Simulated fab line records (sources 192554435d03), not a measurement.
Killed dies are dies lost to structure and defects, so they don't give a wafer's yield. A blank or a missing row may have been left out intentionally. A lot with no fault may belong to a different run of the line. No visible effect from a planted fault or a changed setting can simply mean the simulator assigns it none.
Struck lot and sound lot, side by side :: flow n5_finfet :: 20 out of 1938 route steps
Sound: the wafers L686.1, L686.4, L686.5. Struck: wafers L700.3, L700.4, L700.6. The cause comes at the end.
At each step with rows: each side's tool, then ch and its chambers, then its first start. Under that, the readings that differ: sound wafers :: struck wafers :: difference of the means :: sigmas: that difference in standard deviations of wafers without a fault.
alike: readings with means less than 2 such deviations apart, plus words and numbers identical on both sides. not compared: withheld readings, readings lacking a value on some wafer, bounds such as >300 that could conceal the same value, and numbers that have no deviation in the record and whose values overlap.
Wherever a step has rows on one side only, a row that says differs or no value, or a row with sigmas, the two part there. Non-overlapping numbers with no deviation appear without sigmas and do not part them. A reading that every wafer of one side lacks parts them only if that side has two wafers or more.

N5_BEOL_M0_SAQP_ETCH_88: etches underlayer in N2/H2, target depth 6.5 nm, time 5.2 s.
  sound on rie_diel-03 ch 1,2,3, day 7 20:40; struck on rie_diel-04 ch 0,1,2, day 11 16:01
  alike: drypump_motor_current_A, etch_rf_on_time_s, oes_product_au, rf_vpp_V, showerhead_plenum_p_Torr, throttle_valve_pct
  not compared: rf_hours_counter_h
N5_BEOL_M0_SAQP_ETCH_73: etches SiARC in CF4, target depth 19.5 nm, time 32.5 s.
  sound on rie_diel-03 ch 1,2,3, day 7 20:41; struck on rie_diel-04 ch 0,1,2, day 11 16:02
  alike: drypump_motor_current_A, etch_rf_on_time_s, oes_product_au, rf_vpp_V, showerhead_plenum_p_Torr, throttle_valve_pct
  not compared: rf_hours_counter_h
then, 3 steps without rows for these wafers: N5_BEOL_M0_SAQP_CUT_ETCH_46 (etches SOC in N2/H2, target depth 135 nm, overetch 27 nm, time 202.5 s); N5_BEOL_M0_SAQP_STRIP_74 (strips in N2/H2); N5_BEOL_M0_SAQP_STRIP_89 (strips in N2/H2).
N5_BEOL_M0_SAQP_ALD_48: deposits SiO2, target thk 20 nm, pulse time 1 s, co reactant pulse time 1 s.
  sound on ald_sin-03 ch 0,2,3, day 7 20:55; struck on ald_sin-04 ch 0,2, day 11 16:46
  alike: heater_power_w, precursor_pulse_height_rel
N5_BEOL_M0_SAQP_ETCH_49: etches SiO2 in CF4/O2, target depth 37 nm.
  sound on rie_diel-03 ch 1,2, day 7 21:27; struck on rie_diel-06 ch 0,2, day 11 17:18
  alike: drypump_motor_current_A, oes_f_703_au, oes_product_au, rf_vpp_V, showerhead_plenum_p_Torr, throttle_valve_pct
  not compared: rf_hours_counter_h
N5_BEOL_M0_SAQP_STRIP_75: strips in CF4.
  sound on rie_diel-03 ch 1,2, day 7 21:33; struck on rie_diel-06 ch 0,2, day 11 17:24
  alike: drypump_motor_current_A, oes_product_au, rf_vpp_V, showerhead_plenum_p_Torr, throttle_valve_pct
  not compared: rf_hours_counter_h
then, 4 steps without rows for these wafers: N5_BEOL_M0_CUTY_COAT_50 (time 60 s, resist thk 15 nm); N5_BEOL_M0_CUTY_COAT_51 (resist thk 150 nm); N5_BEOL_M0_CUTY_EBR_52; N5_BEOL_M0_CUTY_SOFTBAKE_53 (time 60 s).
N5_BEOL_M0_CUTY_EXPOSE_54: exposes mask M0 ABLK.
  sound on arfi_scanner-01 ch 0, day 7 21:49; struck on arfi_scanner-01 ch 0, day 11 17:33
reading: model.BEOL_M0_CUTY.overlay_x_nm (nm)
sound: 0 0 0
struck: 11.6 11.6 11.6
difference: +11.6
sigmas: 
  alike: mask
then, 2 steps without rows for these wafers: N5_BEOL_M0_CUTY_PEB_55 (peb time 60 s); N5_BEOL_M0_CUTY_DEVELOP_56 (develop time 30 s).
N5_BEOL_M0_CUTY_CD_MEAS_57: the cd target is 200 nm.
  sound on cd_sem-01 ch 0, day 7 21:56; struck on cd_sem-01 ch 0, day 11 17:40
  alike: cd_nm
N5_BEOL_M0_CUTY_OVL_MEAS_58:
  sound on overlay-01 ch 0, day 7 21:58; struck on overlay-02 ch 0, day 11 17:41
reading: M0_ABLK_OVL (nm)
sound: -0.2 -1.0 -0.2
struck: 11.0 10.9 10.5
difference: +11.3
sigmas: +14
N5_BEOL_M0_CUTY_INSPECT_59: inspects for defects (macro).
  sound on defect_inspect-02 at day 7 22:00; struck on defect_inspect-01 at day 11 17:43
  alike: raw_defect_count
-- record jumps: 2 days separate the struck wafers' starts on either side; left off in module BEOL_M0_CUTY, taken up again in module BEOL_M4, whose first shown step is the route's number 1111 --
N5_BEOL_M4_RC_MEAS_101:
  sound on prober-02 ch 0, day 10 21:19; struck on prober-02 ch 0, day 14 03:41
reading: ION_P (uA/um)
sound: 445 446 448
struck: 454 469 460
difference: +15
sigmas: +2
  alike: DIBL_N, DIBL_P, IOFF_N, IOFF_P, ION_N, SS_N, SS_P, VT_N, VT_P
-- a jump in the record: the struck wafers' starts before and after are 5 days apart (it breaks off in module BEOL_M4 and resumes in module PASSIVATION, where the first step shown is number 1936 of the route) --
N5_PASSIVATION_PROBE_49:
  sound on prober-02 at day 15 07:34; struck on prober-02 at day 18 17:04
reading: killed_at_front_end
sound: 35 30 33
struck: 80 47 47
difference: +25
sigmas: +3
  alike: defect_limited_yield, killed_at_M0_to_M3, killed_at_M4_up, killed_at_contacts, killed_at_other, killed_dies, killed_on_rim, killed_open, killed_short, sort_bin_5_function, sort_bin_6_memory, sort_n_pass, sort_yield_pct

== WHERE THEY PART ==
First at N5_BEOL_M0_CUTY_OVL_MEAS_58; last, within this record, at N5_PASSIVATION_PROBE_49.

WHY: whatever the simulator had introduced
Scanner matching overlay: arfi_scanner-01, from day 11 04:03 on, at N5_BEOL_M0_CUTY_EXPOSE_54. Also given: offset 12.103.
